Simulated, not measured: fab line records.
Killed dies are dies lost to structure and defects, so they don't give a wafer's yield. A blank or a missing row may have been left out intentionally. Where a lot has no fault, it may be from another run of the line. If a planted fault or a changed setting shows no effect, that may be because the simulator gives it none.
Shared-tool check    flow nand harc    Sample size 4 lots and 10 wafers

== WHY THIS WAS OPENED ==
At NHARC_END_SORT_01 the reading killed at array is flagged on 3 of 4 lots. Fault-free wafers read 27, with a standard deviation of 11.
Rule: flag the lot when none of its wafers has a number, or when each of its wafers that has one lies beyond 4 standard deviations from that mean. All remaining lots are regarded as sound.

lot   measured      on         killed at array, wafer by wafer  flag
L566  day 21 22:07  prober-02  673 672 673                      FLAGGED
L567  day 21 22:11  prober-01  672 673 675                      FLAGGED
L565  day 22 14:36  prober-02  674 669 675                      FLAGGED
L570  day 22 23:07  prober-01  9                                
On average the flagged lots' numbers are 673, which is +646 against the usual, or +59 standard deviations.

== WHICH TOOL RAN EACH LOT ==
The record holds 3 process steps before the reading, out of a route of 1159 steps. Each cell gives the tool, then ch followed by the chambers the sampled wafers passed through, then the start.
lot   flag     NHARC_A_WL_FILL_ETCHBACK_04        NHARC_A_WL_FILL_ALD_10            NHARC_A_WL_FILL_ALD_19
L566  FLAGGED  rie metal-02 ch 1, day 17 16:25    ald hk-03 ch 0,1,3, day 17 22:50  ald metal-04 ch 0,1, day 18 08:31
L567  FLAGGED  rie metal-01 ch 0,1, day 17 16:52  ald hk-01 ch 0,1,3, day 17 22:20  ald metal-01 ch 0,1,2, day 18 08:33
L565  FLAGGED  rie metal-02 ch 1, day 17 21:52    ald hk-03 ch 0,1,3, day 18 05:17  ald metal-04 ch 1,3, day 18 14:34
L570           rie metal-01 ch 0,1, day 18 09:43  ald hk-01 ch 0,1,3, day 18 17:24  ald metal-02 ch 0,3, day 19 03:02
What these steps do:
- NHARC_A_WL_FILL_ETCHBACK_04: etches the open film in NF3, target depth 60 nm, time 120 s.
- NHARC_A_WL_FILL_ALD_10: deposits SiO2, target thk 50 nm, pulse time 10 s, ald cycles 500.
- NHARC_A_WL_FILL_ALD_19: deposits TiN, target thk 2 nm, pulse time 3 s, ald cycles 100.
- NHARC_END_SORT_01

== FLAGGED AGAINST TOTAL, ONE TOOL AT A TIME (gauges that did the reading follow at the end) ==
step                         tool          lots run  flagged  share of the flagged lots  sound lots run after its first flagged lot
NHARC_A_WL_FILL_ETCHBACK_04  rie metal-01  2         1        some                       1 (L570)
NHARC_A_WL_FILL_ETCHBACK_04  rie metal-02  2         2        some                       0
NHARC_A_WL_FILL_ALD_10       ald hk-01     2         1        some                       1 (L570)
NHARC_A_WL_FILL_ALD_10       ald hk-03     2         2        some                       0
NHARC_A_WL_FILL_ALD_19       ald metal-01  1         1        some                       0
NHARC_A_WL_FILL_ALD_19       ald metal-02  1         0        none                       -
NHARC_A_WL_FILL_ALD_19       ald metal-04  2         2        some                       0
NHARC_END_SORT_01            prober-01     2         1        some                       1 (L570)
NHARC_END_SORT_01            prober-02     2         2        some                       0

== THE TABLE: WHAT IT ALLOWS ==
No row of the table ran every flagged lot.

== WHAT THE SIMULATOR HAD INSERTED ==
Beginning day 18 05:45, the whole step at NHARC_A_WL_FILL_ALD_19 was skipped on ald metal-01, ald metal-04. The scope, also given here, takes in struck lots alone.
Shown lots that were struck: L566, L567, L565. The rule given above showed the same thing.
